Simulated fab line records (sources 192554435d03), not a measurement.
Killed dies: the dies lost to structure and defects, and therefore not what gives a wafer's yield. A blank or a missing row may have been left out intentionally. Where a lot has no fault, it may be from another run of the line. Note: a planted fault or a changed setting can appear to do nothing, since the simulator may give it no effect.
Which tool did it? ; flow n5_finfet ; 27 wafers from 9 lots sampled at 5 of the route's 1938 steps

WHAT EACH GAUGE READ, for each wafer
N5_BEOL_M4_RC_MEAS_101. Usual: DIBL_N 35.4 mV/V, standard deviation 2.1; DIBL_P 34.8 mV/V, standard deviation 2.6; IOFF_N 0.15 nA/um, standard deviation 0.037; IOFF_P 0.19 nA/um, standard deviation 0.037; ION_N 677 uA/um, standard deviation 16; ION_P 462 uA/um, standard deviation 9.3; SS_N 71.4 mV/dec, standard deviation 0.75; SS_P 72.9 mV/dec, standard deviation 0.77; VT_N 250 mV, standard deviation 3.7; VT_P -251 mV, standard deviation 3.5.
lot;measured;on;DIBL_N (mV/V);DIBL_P (mV/V);IOFF_N (nA/um);IOFF_P (nA/um);ION_N (uA/um);ION_P (uA/um);SS_N (mV/dec);SS_P (mV/dec);VT_N (mV);VT_P (mV);flag
L432;day 8 15:29;prober-01;35.6 39.3 37.9;34.3 38.9 37.1;0.13 0.22 0.19;0.14 0.20 0.18;654 684 686;441 455 455;71.5 73.0 72.5;72.4 73.8 73.3;255 247 249;-257 -256 -254;
L433;day 8 15:54;prober-02;34.8 35.0 33.1;32.0 32.7 30.1;0.13 0.14 0.11;0.19 0.20 0.17;679 682 672;472 478 470;70.9 71.0 70.0;72.6 72.5 72.6;250 249 253;-248 -250 -251;
L440;day 10 10:04;prober-01;35.4 33.4 37.0;34.8 32.0 37.2;0.16 0.12 0.20;0.21 0.17 0.26;662 666 682;463 464 465;71.6 71.6 73.0;72.6 72.0 73.6;246 251 245;-248 -251 -245;
L441;day 10 14:34;prober-01;34.5 36.8 36.8;34.6 37.8 36.9;0.13 0.15 0.16;0.17 0.20 0.19;684 669 668;464 453 457;71.4 71.6 71.8;72.2 73.7 73.4;252 251 249;-252 -255 -253;
L444;day 11 18:20;prober-02;33.6 35.7 34.1;33.6 36.7 34.6;0.15 0.18 0.16;0.20 0.24 0.22;688 682 700;480 469 479;70.6 71.7 71.4;72.4 72.5 72.1;246 248 246;-248 -248 -250;
L446;day 11 15:32;prober-01;33.4 32.9 36.4;32.6 31.6 34.9;0.11 0.10 0.15;0.17 0.15 0.20;661 643 652;455 453 452;71.3 70.7 72.4;72.1 72.0 72.8;254 260 253;-250 -253 -249;
L452;day 13 15:20;prober-01;35.9 39.2 35.8;34.1 39.1 33.8;0.13 0.20 0.13;0.15 0.22 0.14;656 709 668;449 469 445;71.6 72.2 71.5;72.8 74.6 73.2;255 245 254;-254 -253 -261;
L454;day 14 15:19;prober-01;35.5 32.7 35.4;35.0 31.9 36.6;0.15 0.11 0.16;0.23 0.18 0.25;676 672 688;468 472 474;71.7 70.3 71.5;73.1 71.7 72.9;254 254 249;-243 -247 -244;
L455;day 14 14:02;prober-02;38.0 36.1 36.0;40.0 37.1 36.9;0.22 0.18 0.17;0.26 0.23 0.21;710 701 689;477 476 467;72.6 71.7 71.4;73.7 73.3 73.6;242 247 246;-247 -250 -250;

WHICH TOOL RAN EACH LOT (tool, then ch and the chambers of the sampled wafers, then the start)
lot;N5_HKMG_FIN_STRIP_88;N5_HKMG_FIN_ALD_72;N5_HKMG_FIN_CMP_94;N5_GATE_CUT_ETCHBACK_00
L432;plasma_asher-02 ch 1, day 4 03:23;cvd_w-02 ch 0,1, day 4 05:29;cmp-02 ch 0,2,3, day 4 06:10;rie_metal-01 ch 0,1, day 4 06:24
L433;plasma_asher-01 ch 0,1, day 4 13:16;cvd_w-01 ch 0,1, day 4 15:12;cmp-02 ch 0,2,3, day 4 15:52;rie_metal-02 ch 0,1, day 4 16:08
L440;plasma_asher-02 ch 0,1, day 6 11:42;cvd_w-02 ch 0,1, day 6 13:38;cmp-04 ch 1,2,3, day 6 14:17;rie_metal-02 ch 0,1, day 6 14:33
L441;plasma_asher-02 ch 0, day 6 14:52;cvd_w-02 ch 0,1, day 6 16:47;cmp-03 ch 0,1,2, day 6 17:29;rie_metal-01 ch 0,1, day 6 17:42
L444;plasma_asher-01 ch 0,1, day 7 14:29;cvd_w-02 ch 0,1, day 7 16:25;cmp-02 ch 1,3, day 7 17:04;rie_metal-01 ch 0,1, day 7 17:20
L446;plasma_asher-01 ch 0,1, day 7 23:08;cvd_w-01 ch 0,1, day 8 01:12;cmp-02 ch 0,2, day 8 01:53;rie_metal-03 ch 0,1, day 8 02:07
L452;plasma_asher-02 ch 0,1, day 9 10:15;cvd_w-02 ch 0,1, day 9 12:07;cmp-04 ch 2,3, day 9 12:46;rie_metal-03 ch 0,1, day 9 13:02
L454;plasma_asher-01 ch 0,1, day 10 02:10;cvd_w-02 ch 0,1, day 10 04:05;cmp-02 ch 0,1,3, day 10 04:46;rie_metal-01 ch 0,1, day 10 05:01
L455;plasma_asher-02 ch 0,1, day 10 02:18;cvd_w-01 ch 0,1, day 10 04:13;cmp-04 ch 0,1,2, day 10 04:56;rie_metal-02 ch 0, day 10 05:08
- N5_HKMG_FIN_STRIP_88: strips in N2/H2, time 360 s.
- N5_HKMG_FIN_ALD_72: deposits W, target thk 2 nm, pulse time 1 s, purge time 2 s.
- N5_HKMG_FIN_CMP_94: polishes, stops on SiNx, t overpolish 4.7 s, target thk 43.299 nm.
- N5_GATE_CUT_ETCHBACK_00: etches W in SF6/Cl2.

WHAT THE TOOLS THEMSELVES READ (means of the sampled wafers that have a number; where no wafer has one, the mark that the record gives instead)
N5_HKMG_FIN_STRIP_88. Usual: drypump_motor_current_A 5.5 A, standard deviation 0.45; heater_power_w 458 W, standard deviation 37; temp_c 300.02 C, standard deviation 0.18.
lot;tool;drypump_motor_current_A (A);heater_power_w (W);temp_c (C);flag
L432;plasma_asher-02;5.6;471;300.05;
L433;plasma_asher-01;5.7;433;300.26;
L440;plasma_asher-02;5.6;473;300.01;
L441;plasma_asher-02;5.5;452;299.93;
L444;plasma_asher-01;5.7;430;300.08;
L446;plasma_asher-01;5.8;434;300.12;
L452;plasma_asher-02;5.6;471;300.02;
L454;plasma_asher-01;5.3;467;299.92;
L455;plasma_asher-02;5.6;472;300.11;

N5_HKMG_FIN_ALD_72. Usual: heater_power_w 490 W, standard deviation 42; precursor_pulse_height_rel 1.003, standard deviation 0.02.
lot;tool;heater_power_w (W);precursor_pulse_height_rel;flag
L432;cvd_w-02;478;0.996;
L433;cvd_w-01;514;1.020;
L440;cvd_w-02;471;1.019;
L441;cvd_w-02;504;1.007;
L444;cvd_w-02;479;1.015;
L446;cvd_w-01;487;1.002;
L452;cvd_w-02;473;1.017;
L454;cvd_w-02;503;1.000;
L455;cvd_w-01;521;1.003;

N5_HKMG_FIN_CMP_94. Usual: motor_current_A 12.3 A, standard deviation 1.1; platen_rpm 50.29 rpm, standard deviation 0.034.
lot;tool;motor_current_A (A);platen_rpm (rpm);flag
L432;cmp-02;11.8;50.31;
L433;cmp-02;11.8;50.30;
L440;cmp-04;12.5;50.29;
L441;cmp-03;12.9;50.30;
L444;cmp-02;10.8;50.33;
L446;cmp-02;12.7;50.28;
L452;cmp-04;12.1;50.31;
L454;cmp-02;11.2;49.64;OFF
L455;cmp-04;12.7;50.29;

N5_GATE_CUT_ETCHBACK_00. Usual: bias_w 80.02 W, standard deviation 0.25; drypump_motor_current_A 5.8 A, standard deviation 0.5; oes_product_au 0.74 a.u., standard deviation 0.12; throttle_valve_pct 27.47 %, standard deviation 0.25.
lot;tool;bias_w (W);drypump_motor_current_A (A);oes_product_au (a.u.);throttle_valve_pct (%);flag
L432;rie_metal-01;80.00;6.1;0.78;27.57;
L433;rie_metal-02;79.70;5.6;0.74;27.59;
L440;rie_metal-02;79.94;5.6;0.73;27.59;
L441;rie_metal-01;79.96;6.1;0.76;27.59;
L444;rie_metal-01;79.86;6.0;0.75;27.58;
L446;rie_metal-03;80.27;5.4;0.66;27.11;
L452;rie_metal-03;80.17;5.4;0.65;27.13;
L454;rie_metal-01;79.90;6.1;0.84;27.64;
L455;rie_metal-02;79.81;5.7;0.63;27.77;

THE ANSWER, worked out from the rows above alone
Rule: lot off if the mean of its wafers having a number is beyond 3 standard deviations from the usual mean. Also off: a lot with no number at a reading for which 4 or more lots have one. The other lots that the step has rows for count as sound. After the gauges, taken in route order, come the tools' own readings; for these a lot's mean is taken, as printed above. The first step at which some lot is off is used, and at that step the reading that is off furthest; a lot without a number counts as furthest.
Off: L454 (N5_HKMG_FIN_CMP_94, platen_rpm).
If a tool, at that step or one of the process steps before it, ran each lot that is off and ran no sound lot following the first of them, it fits. Can't be told from this: 3 tools fit, plasma_asher-01 at N5_HKMG_FIN_STRIP_88, cvd_w-02 at N5_HKMG_FIN_ALD_72, cmp-02 at N5_HKMG_FIN_CMP_94.

WHAT THE SIMULATOR HAD PUT IN
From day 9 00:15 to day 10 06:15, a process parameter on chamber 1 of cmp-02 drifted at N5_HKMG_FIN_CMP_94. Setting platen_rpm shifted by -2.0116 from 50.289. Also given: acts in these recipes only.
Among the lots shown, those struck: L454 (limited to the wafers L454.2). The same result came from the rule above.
